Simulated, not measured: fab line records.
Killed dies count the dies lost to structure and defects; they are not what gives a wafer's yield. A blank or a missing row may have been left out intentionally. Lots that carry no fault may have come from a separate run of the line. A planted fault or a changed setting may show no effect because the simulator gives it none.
Matching of chambers || flow n5-finfet || N5_FIN_CUT_DESCUM_13 on rie-diel-04 has 4 sister chambers
The step chemistry O2, time 7 s. 4 wafers are shown with their chamber, then 9 later ones without.

EACH WAFER AND ITS CHAMBER
{"wafer": "L084.2", "chamber": 2, "drypump-motor-current-A (A)": 5.7}
{"wafer": "L088.3", "chamber": 0, "drypump-motor-current-A (A)": 5.7}
{"wafer": "L088.4", "chamber": 1, "drypump-motor-current-A (A)": 5.0}
{"wafer": "L088.5", "chamber": 3, "drypump-motor-current-A (A)": 5.4}

WAFERS WITH NO CHAMBER GIVEN
{"wafer": "L090.2", "drypump-motor-current-A (A)": 5.0}
{"wafer": "L090.5", "drypump-motor-current-A (A)": 5.6}
{"wafer": "L090.6", "drypump-motor-current-A (A)": 5.0}
{"wafer": "L094.3", "drypump-motor-current-A (A)": 5.6}
{"wafer": "L094.4", "drypump-motor-current-A (A)": 5.7}
{"wafer": "L094.5", "drypump-motor-current-A (A)": 5.6}
{"wafer": "L096.2", "drypump-motor-current-A (A)": 5.7}
{"wafer": "L096.3", "drypump-motor-current-A (A)": 5.0}
{"wafer": "L096.4", "drypump-motor-current-A (A)": 5.6}

WHICH CHAMBER EACH ONE RAN IN
{"wafer": "L090.2", "from the rows above": 1, "in truth": 1}
{"wafer": "L090.5", "from the rows above": "can't be placed: 0 or 2 or 3", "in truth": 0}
{"wafer": "L090.6", "from the rows above": 1, "in truth": 1}
{"wafer": "L094.3", "from the rows above": "can't be placed: 0 or 2 or 3", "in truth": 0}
{"wafer": "L094.4", "from the rows above": "can't be placed: 0 or 2", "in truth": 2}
{"wafer": "L094.5", "from the rows above": "can't be placed: 0 or 2 or 3", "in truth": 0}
{"wafer": "L096.2", "from the rows above": "can't be placed: 0 or 2", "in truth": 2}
{"wafer": "L096.3", "from the rows above": 1, "in truth": 1}
{"wafer": "L096.4", "from the rows above": "can't be placed: 0 or 2 or 3", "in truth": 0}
Correct placement for 3 of the 9. Unplaceable from these rows: 6, with the true chamber sitting among the candidates in 6. Number placed wrongly: 0.
How it was worked out, from the rows above alone: a wafer's distance from a chamber is the root of the sum, over the readings, of the square of ((its reading less the chamber's mean) divided by the reading's scatter). If the next closest chamber is less than 2 further off than the closest, the wafer can't be placed; otherwise it belongs to the closest. A chamber's mean is the mean of its shown wafers. The scatter (one wafer shown for each chamber): square how far every hidden wafer sits from the nearest shown wafer, average those squares and take the square root.
